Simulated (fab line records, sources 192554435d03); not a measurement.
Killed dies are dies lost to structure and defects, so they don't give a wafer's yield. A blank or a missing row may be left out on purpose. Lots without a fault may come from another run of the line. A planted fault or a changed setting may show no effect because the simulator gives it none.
Which tool did it? | flow n5_finfet | 9 lots, 27 wafers sampled, at 6 steps of a route of 1938

WHAT THE GAUGES READ, wafer by wafer
N5_BEOL_M0_SAQP_THK_MEAS_05. Usual: thk_nm 59.8 nm, standard deviation 0.7.
lot  | measured    | on            | thk_nm (nm)    | flag
L685 | day 5 13:49 | film_metro-01 | 59.0 59.2 59.7 |
L687 | day 6 20:53 | film_metro-01 | 59.5 59.8 60.5 |
L692 | day 7 15:35 | film_metro-02 | 59.9 58.9 59.9 |
L693 | day 7 21:52 | film_metro-01 | 60.0 60.1 60.9 |
L695 | day 8 14:31 | film_metro-01 | 59.2 60.4 60.5 |
L697 | day 9 02:10 | film_metro-02 | 59.7 59.5 59.7 |
L699 | day 9 09:05 | film_metro-01 | 58.8 64.3 58.9 |
L700 | day 9 18:29 | film_metro-01 | 59.0 60.3 60.2 |
L701 | day 9 20:44 | film_metro-02 | 59.7 59.8 64.6 |

N5_BEOL_M4_RC_MEAS_101. Usual: DIBL_N 36.0 mV/V, standard deviation 1.3; DIBL_P 36.2 mV/V, standard deviation 1.7; IOFF_N 0.155 nA/um, standard deviation 0.024; IOFF_P 0.21 nA/um, standard deviation 0.034; ION_N 674 uA/um, standard deviation 9; ION_P 463 uA/um, standard deviation 7.1; SS_N 71.4 mV/dec, standard deviation 0.5; SS_P 73.4 mV/dec, standard deviation 0.57; VT_N 250.0 mV, standard deviation 2.8; VT_P -251 mV, standard deviation 3.2.
lot  | measured     | on        | DIBL_N (mV/V)  | DIBL_P (mV/V)  | IOFF_N (nA/um)    | IOFF_P (nA/um) | ION_N (uA/um) | ION_P (uA/um) | SS_N (mV/dec)  | SS_P (mV/dec)  | VT_N (mV)         | VT_P (mV)      | flag
L685 | day 9 19:06  | prober-01 | 34.4 32.8 34.7 | 34.2 32.1 34.6 | 0.113 0.097 0.123 | 0.17 0.14 0.18 | 654 654 664   | 457 454 460   | 70.8 70.5 71.1 | 72.5 72.9 73.6 | 255.3 255.2 254.6 | -254 -256 -253 |
L687 | day 11 09:54 | prober-01 | 35.8 35.7 37.3 | 35.3 35.4 37.0 | 0.143 0.144 0.171 | 0.18 0.19 0.20 | 675 675 680   | 457 458 459   | 71.1 70.8 71.6 | 72.9 73.4 73.3 | 250.7 251.6 249.7 | -252 -252 -251 |
L692 | day 12 05:06 | prober-01 | 37.7 35.2 38.3 | 38.9 34.5 39.2 | 0.166 0.118 0.181 | 0.21 0.15 0.22 | 681 655 676   | 468 447 467   | 72.4 71.3 71.6 | 73.9 72.2 73.0 | 249.4 251.3 248.6 | -251 -257 -251 |
L693 | day 12 11:48 | prober-02 | 36.0 35.0 35.2 | 37.5 35.7 36.4 | 0.157 0.144 0.153 | 0.21 0.18 0.19 | 672 667 678   | 459 452 462   | 71.7 71.4 70.7 | 73.4 73.0 74.2 | 250.7 251.3 250.9 | -251 -252 -251 |
L695 | day 12 17:15 | prober-02 | 37.5 38.5 37.3 | 39.4 40.3 38.6 | 0.196 0.211 0.194 | 0.24 0.26 0.23 | 679 686 689   | 463 470 464   | 72.0 72.0 71.0 | 74.1 74.4 74.2 | 245.8 245.1 244.4 | -251 -248 -250 |
L697 | day 13 07:53 | prober-01 | 32.6 34.1 34.0 | 33.0 34.6 34.4 | 0.126 0.147 0.142 | 0.17 0.19 0.19 | 665 671 668   | 462 461 451   | 70.7 71.9 71.4 | 72.7 73.3 73.1 | 251.9 247.8 248.8 | -253 -251 -250 |
L699 | day 13 22:28 | prober-01 | 34.8 34.8 34.4 | 35.8 36.5 35.5 | 0.141 0.150 0.139 | 0.19 0.21 0.19 | 666 667 662   | 463 464 457   | 72.3 72.2 71.7 | 73.6 72.3 73.4 | 248.4 252.6 248.3 | -253 -249 -251 |
L700 | day 13 23:57 | prober-02 | 37.7 35.4 38.0 | 36.4 33.7 37.1 | 0.176 0.134 0.192 | 0.26 0.21 0.28 | 683 668 678   | 472 465 473   | 71.4 72.0 72.3 | 74.0 73.5 73.9 | 245.8 247.5 245.9 | -246 -246 -243 |
L701 | day 14 07:26 | prober-02 | 38.0 36.2 36.5 | 38.0 36.0 35.8 | 0.180 0.142 0.143 | 0.24 0.20 0.20 | 680 664 667   | 466 459 463   | 71.8 71.0 71.7 | 73.8 73.3 73.8 | 249.6 249.0 253.3 | -252 -252 -252 |

WHICH TOOL RAN EACH LOT (tool, then ch and the chambers of the sampled wafers, then the start)
lot  | N5_MOL_CONTACT_COAG_ETCH_67       | N5_BEOL_M0_SAQP_ILD_DEP_01     | N5_BEOL_M0_SAQP_PECVD_04       | N5_BEOL_M0_SAQP_HM_DEP_111
L685 | rie_diel-02 ch 0,2,3, day 5 05:55 | pecvd-01 ch 1,2, day 5 11:55   | pecvd-01 ch 0,2, day 5 13:43   | pecvd-03 ch 0,1,2, day 5 13:50
L687 | rie_diel-04 ch 0,1, day 5 16:45   | pecvd-03 ch 0,1, day 6 20:31   | pecvd-04 ch 1,2, day 6 20:47   | pecvd-04 ch 1,2, day 6 20:56
L692 | rie_diel-05 ch 0,1,2, day 7 09:10 | pecvd-04 ch 0,1, day 7 13:49   | pecvd-03 ch 0,2, day 7 15:29   | pecvd-01 ch 1,2, day 7 15:37
L693 | rie_diel-02 ch 0,2,3, day 7 14:58 | pecvd-04 ch 1,2, day 7 19:38   | pecvd-04 ch 0,2, day 7 21:46   | pecvd-03 ch 0,1,2, day 7 21:54
L695 | rie_diel-05 ch 0,1,3, day 8 08:44 | pecvd-03 ch 0,2, day 8 13:42   | pecvd-04 ch 0,2, day 8 14:25   | pecvd-03 ch 0,2, day 8 14:33
L697 | rie_diel-02 ch 0,1, day 8 21:08   | pecvd-04 ch 0,1, day 9 01:46   | pecvd-04 ch 0,1,2, day 9 02:04 | pecvd-03 ch 0,1,2, day 9 02:11
L699 | rie_diel-02 ch 0,1, day 9 01:55   | pecvd-01 ch 0,1,2, day 9 07:47 | pecvd-04 ch 0,1, day 9 08:59   | pecvd-03 ch 0,1, day 9 09:07
L700 | rie_diel-04 ch 1,2, day 9 12:28   | pecvd-03 ch 0,1, day 9 17:07   | pecvd-03 ch 0,1, day 9 18:21   | pecvd-04 ch 1,2, day 9 18:31
L701 | rie_diel-02 ch 2,3, day 9 13:13   | pecvd-01 ch 0,1,2, day 9 20:07 | pecvd-04 ch 1,2, day 9 20:38   | pecvd-01 ch 0,1,2, day 9 20:46
- N5_MOL_CONTACT_COAG_ETCH_67: etches SOC in N2/H2, target depth 60 nm, overetch 21 nm, time 101.2 s.
- N5_BEOL_M0_SAQP_ILD_DEP_01: deposits SiOC from DEMS/O2, target thk 45.419 nm, time 8.7 s.
- N5_BEOL_M0_SAQP_PECVD_04: deposits a-Si from SiH4/He, target thk 60 nm, time 60.2 s.
- N5_BEOL_M0_SAQP_HM_DEP_111: deposits SiO2 from SiH4/N2O, target thk 12 nm, time 7.2 s.

WHAT THE TOOLS THEMSELVES READ (means of the sampled wafers that have a number; where no wafer has one, the mark that the record gives instead)
N5_MOL_CONTACT_COAG_ETCH_67. Usual: drypump_motor_current_A 5.8 A, standard deviation 0.44; oes_product_au 0.63 a.u., standard deviation 0.049; rf_vpp_V 524.6 V, standard deviation 1.5; showerhead_plenum_p_Torr 2.56 Torr, standard deviation 0.049; throttle_valve_pct 17.83 %, standard deviation 0.19.
lot  | tool        | drypump_motor_current_A (A) | oes_product_au (a.u.) | rf_vpp_V (V) | showerhead_plenum_p_Torr (Torr) | throttle_valve_pct (%) | flag
L685 | rie_diel-02 | 5.6                         | 0.66                  | 525.1        | 2.59                            | 17.91                  |
L687 | rie_diel-04 | 5.5                         | 0.59                  | 525.3        | 2.59                            | 17.77                  |
L692 | rie_diel-05 | 6.0                         | 0.66                  | 523.2        | 2.52                            | 17.60                  |
L693 | rie_diel-02 | 5.6                         | 0.65                  | 525.0        | 2.58                            | 17.93                  |
L695 | rie_diel-05 | 6.0                         | 0.66                  | 524.5        | 2.56                            | 17.66                  |
L697 | rie_diel-02 | 6.0                         | 0.68                  | 524.4        | 2.56                            | 17.77                  |
L699 | rie_diel-02 | 6.0                         | 0.67                  | 524.6        | 2.56                            | 17.77                  |
L700 | rie_diel-04 | 5.7                         | 0.59                  | 525.1        | 2.59                            | 17.81                  |
L701 | rie_diel-02 | 5.5                         | 0.59                  | 524.1        | 2.58                            | 18.08                  |

N5_BEOL_M0_SAQP_ILD_DEP_01. Usual: chamber_pressure_Torr 5.001 Torr, standard deviation 0.01; heater_power_w 506 W, standard deviation 70; showerhead_plenum_p_Torr 5.694 Torr, standard deviation 0.015; throttle_valve_pct 11.8 %, standard deviation 0.44.
lot  | tool     | chamber_pressure_Torr (Torr) | heater_power_w (W) | showerhead_plenum_p_Torr (Torr) | throttle_valve_pct (%) | flag
L685 | pecvd-01 | 5.003                        | 573                | 5.678                           | 12.0                   |
L687 | pecvd-03 | 5.007                        | 433                | 5.712                           | 11.9                   |
L692 | pecvd-04 | 4.999                        | 562                | 5.704                           | 12.1                   |
L693 | pecvd-04 | 4.998                        | 544                | 5.703                           | 11.7                   |
L695 | pecvd-03 | 5.003                        | 546                | 5.686                           | 12.2                   |
L697 | pecvd-04 | 5.003                        | 516                | 5.701                           | 11.9                   |
L699 | pecvd-01 | 4.993                        | 530                | 5.682                           | 11.8                   |
L700 | pecvd-03 | 4.999                        | 439                | 5.711                           | 11.7                   |
L701 | pecvd-01 | 4.989                        | 496                | 5.686                           | 11.6                   |

N5_BEOL_M0_SAQP_PECVD_04. Usual: chamber_pressure_Torr 3.001 Torr, standard deviation 0.0065; heater_power_w 649 W, standard deviation 76; showerhead_plenum_p_Torr 5.67 Torr, standard deviation 0.041; throttle_valve_pct 18.0 %, standard deviation 0.61.
lot  | tool     | chamber_pressure_Torr (Torr) | heater_power_w (W) | showerhead_plenum_p_Torr (Torr) | throttle_valve_pct (%) | flag
L685 | pecvd-01 | 3.004                        | 693                | 5.64                            | 17.2                   |
L687 | pecvd-04 | 3.001                        | 661                | 5.66                            | 18.1                   |
L692 | pecvd-03 | 3.002                        | 701                | 5.67                            | 18.6                   |
L693 | pecvd-04 | 2.996                        | 574                | 5.65                            | 17.9                   |
L695 | pecvd-04 | 3.004                        | 606                | 5.65                            | 18.1                   |
L697 | pecvd-04 | 3.006                        | 663                | 5.66                            | 18.2                   |
L699 | pecvd-04 | 3.004                        | 593                | 5.66                            | 18.4                   |
L700 | pecvd-03 | 2.997                        | 544                | 5.72                            | 18.2                   |
L701 | pecvd-04 | 3.000                        | 740                | 5.66                            | 18.3                   |

N5_BEOL_M0_SAQP_HM_DEP_111. Usual: chamber_pressure_Torr 0.7498 Torr, standard deviation 0.0017; heater_power_w 805 W, standard deviation 100; showerhead_plenum_p_Torr 8.16 Torr, standard deviation 0.12.
lot  | tool     | chamber_pressure_Torr (Torr) | heater_power_w (W) | showerhead_plenum_p_Torr (Torr) | flag
L685 | pecvd-03 | 0.7490                       | 767                | 8.23                            |
L687 | pecvd-04 | 0.7495                       | 815                | 8.10                            |
L692 | pecvd-01 | 0.7498                       | 830                | 8.01                            |
L693 | pecvd-03 | 0.7500                       | 816                | 8.24                            |
L695 | pecvd-03 | 0.7514                       | 863                | 8.15                            |
L697 | pecvd-03 | 0.7496                       | 782                | 8.24                            |
L699 | pecvd-03 | 0.7495                       | 743                | 8.33                            |
L700 | pecvd-04 | 0.7501                       | 892                | 8.14                            |
L701 | pecvd-01 | 0.7502                       | 910                | 8.06                            |

THE ANSWER, worked out from the rows above alone
Rule: a lot is off if the mean of its wafers that have a number lies more than 3 standard deviations from the usual mean. A lot without any number at a reading at which 4 lots or more have one is off too. The other lots that the step has rows for count as sound. The gauges are gone through in route order, then the tools' own readings, and for those a lot's mean is taken as printed above. The first step at which some lot is off is used, and at that step the reading that is off furthest; a lot without a number counts as furthest.
No lot is off at any reading shown: from this, nothing can be told.

WHAT THE SIMULATOR HAD PUT IN
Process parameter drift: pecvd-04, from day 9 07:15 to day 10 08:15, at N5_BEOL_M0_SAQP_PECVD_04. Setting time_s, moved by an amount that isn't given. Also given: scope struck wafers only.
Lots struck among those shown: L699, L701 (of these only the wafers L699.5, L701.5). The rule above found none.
